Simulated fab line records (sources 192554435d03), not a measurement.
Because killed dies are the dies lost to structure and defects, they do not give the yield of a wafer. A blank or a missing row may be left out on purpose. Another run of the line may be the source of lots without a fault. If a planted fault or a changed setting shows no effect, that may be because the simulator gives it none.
Lot-split experiment ; flow n5 finfet ; route with 1938 steps; 7 lots, 21 wafers read

ON THE SPLIT
At N5_BEOL_M4_ETCH_64 (etches SOC in N2/H2, target depth 75 nm, overetch 22.5 nm, time 121.9 s), the setting time s was moved away from the recipe's 121.9 s on 12 of the 21 wafers read, by -22.1% to +19.4%. For the rest of the wafers, this setting stayed at what the recipe calls for.

The split's own step is where the reading is taken.

THE READING
SiARC_of_BEOL_M4_COAT_62.thk nm (the simulator's own value, which no gauge read), in nm, at N5_BEOL_M4_ETCH_64 (etches SOC in N2/H2, target depth 75 nm, overetch 22.5 nm, time 121.9 s). There is no usual value for it anywhere in the file. Here, 9 wafers ran the recipe; their average is 6.4 nm with a standard deviation of 0.13 nm.

wafer;tool, chamber at the split;time s as run, s;against the recipe;SiARC_of_BEOL_M4_COAT_62.thk nm, nm;against lot-mates on the recipe
L081.1;rie diel-05, 1,0;101.2;-17.0%;7.6;+1.2
L081.3;rie diel-05, 1,0;101.2;-17.0%;7.6;+1.2
L081.2;rie diel-05, 2;121.9;recipe;6.4;-
L082.2;rie diel-05, 0;121.9;recipe;6.4;-
L082.4;rie diel-05, 1;121.9;recipe;6.6;-
L082.6;rie diel-05, 1;121.9;recipe;6.6;-
L084.2;rie diel-05, 1;145.6;+19.4%;5.6;-1.0
L084.3;rie diel-05, 0;121.9;recipe;6.6;-
L084.6;rie diel-05, 0;145.6;+19.4%;5.4;-1.2
L087.1;rie diel-03, 3;95.64;-21.5%;7.4;+1.0
L087.2;rie diel-03, 0;121.9;recipe;6.4;-
L087.3;rie diel-03, 2;95.64;-21.5%;7.8;+1.4
L090.2;rie diel-04, 2;94.9;-22.1%;7.6;+1.2
L090.3;rie diel-04, 0,2;121.9;recipe;6.4;-
L090.5;rie diel-04, 0,2;121.9;recipe;6.4;-
L091.2;rie diel-05, 2;99.01;-18.8%;7.4;+1.2
L091.3;rie diel-05, 3;99.01;-18.8%;7.8;+1.6
L091.6;rie diel-05, 2;121.9;recipe;6.2;-
L092.2;rie diel-04, 3,1;145.2;+19.1%;5.2;no lot-mate on the recipe
L092.6;rie diel-04, 3,1;145.2;+19.1%;5.2;no lot-mate on the recipe
L092.4;rie diel-04, 0;145.2;+19.1%;5.6;no lot-mate on the recipe
Rows listing several chambers each stand for several wafers; the file does not say which wafer went through which chamber.

FIT RESULTS
A straight line over all 21 wafers: SiARC_of_BEOL_M4_COAT_62.thk nm changes by -0.0565 nm for each +1% of time s; r = -0.98; the points scatter about the line by 0.17 nm.
The same after taking each lot's own level away (the mean of its wafers on the recipe; 18 wafers): -0.061 nm for each +1%; r = -0.98; scatter 0.16 nm.
That fit puts the effect of the largest move of time s on the reading at 1.4 nm.
Across the lots, their own levels run from 6.20 to 6.60 nm, a range of 3.2 times the standard deviation given above.
So the lot-to-lot level changes the slope little: the two slopes agree.
Check: +1.42 nm against its lot-mates is what the line predicts for one of the wafers moved furthest among these (-22.1%) when that wafer is left out of the fit. Against them it came out at +1.2 nm.

OTHER SPLITS ON THESE WAFERS
Before the reading, these wafers also passed through other splits. Each is held against what the fit with the lots' levels taken away leaves over:
other split on the same wafers;wafers away from the commonest value;r with SiARC_of_BEOL_M4_COAT_62.thk nm (lot level and that fit taken away)
N5_BEOL_M0_SAQP_COAT_08 spin rpm;9;+0.12
N5_BEOL_M0_CUTY_ETCH_63 source w;9;+0.39
N5_BEOL_M1_ETCH_64 time s;7;+0.13
N5_BEOL_M4_EXPOSE_08 dose mj;11;-0.03

THE FILE'S OWN FIT
SiARC_of_BEOL_M4_COAT_62.thk nm changes by -0.061 nm for each +1% of time s, r = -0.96.
